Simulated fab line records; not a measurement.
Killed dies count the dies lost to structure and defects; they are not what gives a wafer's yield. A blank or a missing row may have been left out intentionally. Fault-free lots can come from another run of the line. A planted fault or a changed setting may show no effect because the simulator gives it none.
Matching of chambers :: flow nand harc :: NHARC_P_ZERO_WELL_ETCH_63 on rie si-06 has 4 sister chambers
The step etches the open film in HBr/Cl2, target depth 120 nm, time 40.1 s. 18 wafers are shown with their chamber, then 9 later ones without.

WAFERS WITH THEIR CHAMBER
wafer: L076.2
chamber: 0
drypump motor current A (A): 5.7
mfc cl2 sccm (sccm): 50.12
throttle valve pct (%): 26.402

wafer: L076.4
chamber: 2
drypump motor current A (A): 5.8
mfc cl2 sccm (sccm): 50.24
throttle valve pct (%): 26.400

wafer: L076.5
chamber: 1
drypump motor current A (A): 5.8
mfc cl2 sccm (sccm): 50.08
throttle valve pct (%): 26.421

wafer: L077.1
chamber: 2
drypump motor current A (A): 5.7
mfc cl2 sccm (sccm): 49.70
throttle valve pct (%): 26.411

wafer: L077.2
chamber: 1
drypump motor current A (A): 5.8
mfc cl2 sccm (sccm): 50.30
throttle valve pct (%): 26.401

wafer: L077.4
chamber: 3
drypump motor current A (A): 4.9
mfc cl2 sccm (sccm): 50.11
throttle valve pct (%): 26.419

wafer: L080.3
chamber: 1
drypump motor current A (A): 5.8
mfc cl2 sccm (sccm): 50.15
throttle valve pct (%): 26.412

wafer: L080.4
chamber: 2
drypump motor current A (A): 5.8
mfc cl2 sccm (sccm): 49.92
throttle valve pct (%): 26.375

wafer: L080.5
chamber: 0
drypump motor current A (A): 5.6
mfc cl2 sccm (sccm): 50.16
throttle valve pct (%): 26.400

wafer: L081.2
chamber: 1
drypump motor current A (A): 5.8
mfc cl2 sccm (sccm): 50.00
throttle valve pct (%): 26.409

wafer: L081.3
chamber: 0
drypump motor current A (A): 5.6
mfc cl2 sccm (sccm): 49.93
throttle valve pct (%): 26.423

wafer: L081.6
chamber: 0
drypump motor current A (A): 5.7
mfc cl2 sccm (sccm): 49.91
throttle valve pct (%): 26.421

wafer: L085.3
chamber: 3
drypump motor current A (A): 4.9
mfc cl2 sccm (sccm): 50.08
throttle valve pct (%): 26.394

wafer: L085.4
chamber: 0
drypump motor current A (A): 5.7
mfc cl2 sccm (sccm): 49.96
throttle valve pct (%): 26.400

wafer: L085.5
chamber: 1
drypump motor current A (A): 5.8
mfc cl2 sccm (sccm): 50.23
throttle valve pct (%): 26.394

wafer: L089.1
chamber: 1
drypump motor current A (A): 5.8
mfc cl2 sccm (sccm): 49.92
throttle valve pct (%): 26.410

wafer: L089.2
chamber: 2
drypump motor current A (A): 5.7
mfc cl2 sccm (sccm): 49.97
throttle valve pct (%): 26.413

wafer: L089.4
chamber: 0
drypump motor current A (A): 5.7
mfc cl2 sccm (sccm): 50.00
throttle valve pct (%): 26.404

SIGNATURES (averages over the wafers above)
reading: drypump motor current A
chamber 0: 5.667
chamber 1: 5.800
chamber 2: 5.750
chamber 3: 4.900
scatter within a chamber: 0.0408

reading: mfc cl2 sccm
chamber 0: 50.0133
chamber 1: 50.1133
chamber 2: 49.9575
chamber 3: 50.0950
scatter within a chamber: 0.147

reading: throttle valve pct
chamber 0: 26.40833
chamber 1: 26.40783
chamber 2: 26.39975
chamber 3: 26.40650
scatter within a chamber: 0.0126
Rule: a wafer lies at a distance from a chamber equal to the root of the sum of squares, over the readings, of (its reading less the chamber's mean, divided by the reading's scatter). The wafer belongs to the nearest chamber; if the next one is less than 2 further off, it can't be placed. The scatter is the square root of a quotient: the sum, over the shown wafers, of each reading's squared deviation from its chamber's mean, divided by wafers minus chambers.

WAFERS WITH NO CHAMBER GIVEN
wafer: L090.1
drypump motor current A (A): 5.8
mfc cl2 sccm (sccm): 50.22
throttle valve pct (%): 26.401

wafer: L090.2
drypump motor current A (A): 5.7
mfc cl2 sccm (sccm): 49.97
throttle valve pct (%): 26.405

wafer: L090.6
drypump motor current A (A): 5.7
mfc cl2 sccm (sccm): 49.98
throttle valve pct (%): 26.408

wafer: L091.1
drypump motor current A (A): 5.8
mfc cl2 sccm (sccm): 50.10
throttle valve pct (%): 26.402

wafer: L091.2
drypump motor current A (A): 5.7
mfc cl2 sccm (sccm): 50.20
throttle valve pct (%): 26.390

wafer: L091.5
drypump motor current A (A): 5.8
mfc cl2 sccm (sccm): 49.97
throttle valve pct (%): 26.406

wafer: L096.2
drypump motor current A (A): 4.9
mfc cl2 sccm (sccm): 50.06
throttle valve pct (%): 26.405

wafer: L096.4
drypump motor current A (A): 5.8
mfc cl2 sccm (sccm): 50.14
throttle valve pct (%): 26.408

wafer: L096.6
drypump motor current A (A): 5.8
mfc cl2 sccm (sccm): 50.10
throttle valve pct (%): 26.403

WHICH CHAMBER EACH ONE RAN IN
wafer: L090.1
from the rows above: can't be placed: 1 or 2
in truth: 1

wafer: L090.2
from the rows above: can't be placed: 0 or 2 or 1
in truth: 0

wafer: L090.6
from the rows above: can't be placed: 0 or 2 or 1
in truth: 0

wafer: L091.1
from the rows above: can't be placed: 1 or 2
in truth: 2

wafer: L091.2
from the rows above: can't be placed: 0 or 2 or 1
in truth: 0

wafer: L091.5
from the rows above: can't be placed: 1 or 2
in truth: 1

wafer: L096.2
from the rows above: 3
in truth: 3

wafer: L096.4
from the rows above: can't be placed: 1 or 2
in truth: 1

wafer: L096.6
from the rows above: can't be placed: 1 or 2
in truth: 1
1 of 9 placed correctly. Can't be placed from these rows: 8 (the true chamber is among the candidates in 8). Placed wrongly: 0.
